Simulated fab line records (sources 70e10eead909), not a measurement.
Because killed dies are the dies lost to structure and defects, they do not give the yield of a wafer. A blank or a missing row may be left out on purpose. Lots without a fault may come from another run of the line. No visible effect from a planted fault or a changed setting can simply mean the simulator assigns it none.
Matching of chambers ; flow nandHarc ; NHARC_P_M0_STRIP_18 on rieDiel-13 has 4 sister chambers
The step strips in N2/H2. 4 wafers are shown with their chamber, then 12 later ones without.

## EACH WAFER AND ITS CHAMBER
wafer;chamber;showerheadPlenumPTorr (Torr)
L077.5;2;2.14
L085.5;3;2.12
L089.3;1;2.12
L089.5;0;1.96

## WAFERS WITH NO CHAMBER GIVEN
wafer;showerheadPlenumPTorr (Torr)
L091.1;2.12
L091.5;2.14
L091.6;2.12
L091.2;1.96
L091.3;2.12
L091.4;2.14
L090.1;2.12
L090.3;2.14
L090.5;2.12
L096.1;2.14
L096.2;2.11
L096.3;1.96

## CHAMBER TAKEN BY EACH
wafer;from the rows above;in truth
L091.1;can't be placed: 1 or 3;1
L091.5;2;2
L091.6;can't be placed: 1 or 3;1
L091.2;0;0
L091.3;can't be placed: 1 or 3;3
L091.4;2;2
L090.1;can't be placed: 1 or 3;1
L090.3;2;2
L090.5;can't be placed: 1 or 3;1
L096.1;2;2
L096.2;can't be placed: 1 or 3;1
L096.3;0;0
Placed correctly: 6 of 12. Cannot be placed on the basis of these rows: 6; the candidates contain the true chamber in 6. Number placed wrongly: 0.
How it was worked out, from the rows above alone: a wafer's distance from a chamber is the root of the sum, over the readings, of the square of ((its reading less the chamber's mean) divided by the reading's scatter). The wafer belongs to the nearest chamber; if the next one is less than 2 further off, it can't be placed. For every chamber, the mean is computed from those of its wafers that are shown. The scatter (one wafer shown for each chamber): square how far every hidden wafer sits from the nearest shown wafer, average those squares and take the square root.
